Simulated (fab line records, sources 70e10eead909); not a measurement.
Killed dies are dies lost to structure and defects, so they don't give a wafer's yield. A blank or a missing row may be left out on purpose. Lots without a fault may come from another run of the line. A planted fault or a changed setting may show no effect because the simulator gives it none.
A struck lot beside a sound one | flow nand_harc | 14 steps out of a route of 1159
Sound: wafers L648.1, L648.3, L648.5. Struck: wafer L651.6. (L651.1, L651.5 of the same lot were not struck and are left out.) The cause comes at the end.
At each step with rows: each side's tool, then ch and its chambers, then its first start. Under that, the readings that differ: sound wafers | struck wafers | difference of the means | sigmas: that difference in standard deviations of wafers without a fault.
alike: readings whose means differ by less than 2 such deviations, and words and numbers that are the same on both sides. not compared: withheld readings, readings that some wafer has no value for, bounds like >300 that may hide the same value, and numbers for which the record gives no deviation and whose values overlap.
The two part at a step that has a row with sigmas, a row that says differs or no value, or rows on one side only. Numbers that don't overlap but have no deviation are shown without sigmas and don't part them. A reading that every wafer of one side lacks parts them only if that side has two wafers or more.

first, 8 steps without rows for these wafers: NHARC_A_STAIRCASE_HMDS_02 (time 30 s); NHARC_A_STAIRCASE_COAT_03; NHARC_A_STAIRCASE_SOFTBAKE_04 (time 170 s); NHARC_A_STAIRCASE_EBR_05; NHARC_A_STAIRCASE_EXPOSE_06 (exposes mask STAIR); NHARC_A_STAIRCASE_PEB_07 (peb time 130 s); NHARC_A_STAIRCASE_DEVELOP_08 (time 140 s); NHARC_A_STAIRCASE_HARDBAKE_10 (time 140 s).
NHARC_A_STAIRCASE_DESCUM_11: chemistry O2, time 3 s.
  sound on rie_diel-09 ch 0,2,3, day 11 06:38; struck on rie_diel-01 ch 1, day 11 22:07
  alike: drypump_motor_current_A, oes_product_au, rf_vpp_V, showerhead_plenum_p_Torr, throttle_valve_pct
  not compared: rf_hours_counter_h
NHARC_A_STAIRCASE_TRIM_12: chemistry O2, time 211.2 s.
  sound on rie_diel-09 ch 0,2, day 11 06:43; struck on rie_diel-01 ch 3, day 11 22:15
  alike: drypump_motor_current_A, oes_product_au, rf_vpp_V, run_length_s, showerhead_plenum_p_Torr, throttle_valve_pct
  not compared: rf_hours_counter_h
NHARC_A_STAIRCASE_ETCH_13: etches the open film in C4F8/O2, target depth 100 nm, time 40.5 s.
  sound on rie_diel-09 ch 1,3; struck on rie_diel-01 ch 0
  alike: bias_w, oes_product_au, rf_vpp_V
  not compared: rf_hours_counter_h
NHARC_A_STAIRCASE_TRIM_14: chemistry O2, time 211.2 s.
  sound on rie_diel-09 ch 0,2,3, day 11 08:23; struck on rie_diel-01 ch 0, day 11 22:35
  reading          | sound             | struck | difference | sigmas
  run_length_s (s) | 232.3 233.3 233.0 | 306.5  | +73.6      | +99 or more
  alike: drypump_motor_current_A, oes_product_au, rf_vpp_V, showerhead_plenum_p_Torr, throttle_valve_pct
  not compared: rf_hours_counter_h
NHARC_A_STAIRCASE_ETCH_15: etches the open film in C4F8/O2, target depth 100 nm, time 40.5 s.
  sound on rie_diel-09 ch 1,3; struck on rie_diel-01 ch 3
  reading               | sound             | struck | difference | sigmas
  bias_w (W)            | 1006 999 1006     | 996    | -8         | -2
  oes_product_au (a.u.) | 0.955 0.940 0.943 | 0.920  | -0.026     | -2
  alike: rf_vpp_V
  not compared: rf_hours_counter_h
-- the record jumps here: 9 days lie between the struck wafers' starts before and after (it left off in module A_STAIRCASE and takes up again in module END, whose first step shown is number 1159 of the route) --
NHARC_END_SORT_01:
  the record has rows for the struck wafers here (prober-02 ch 0, day 20 22:05) and none for the sound ones

WHERE THEY PART
First at NHARC_A_STAIRCASE_TRIM_14; last, within this record, at NHARC_END_SORT_01.

WHY: what the simulator had put in
Process parameter drift: rie_diel-01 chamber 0, from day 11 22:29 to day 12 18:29, at NHARC_A_STAIRCASE_TRIM_14. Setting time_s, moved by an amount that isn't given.
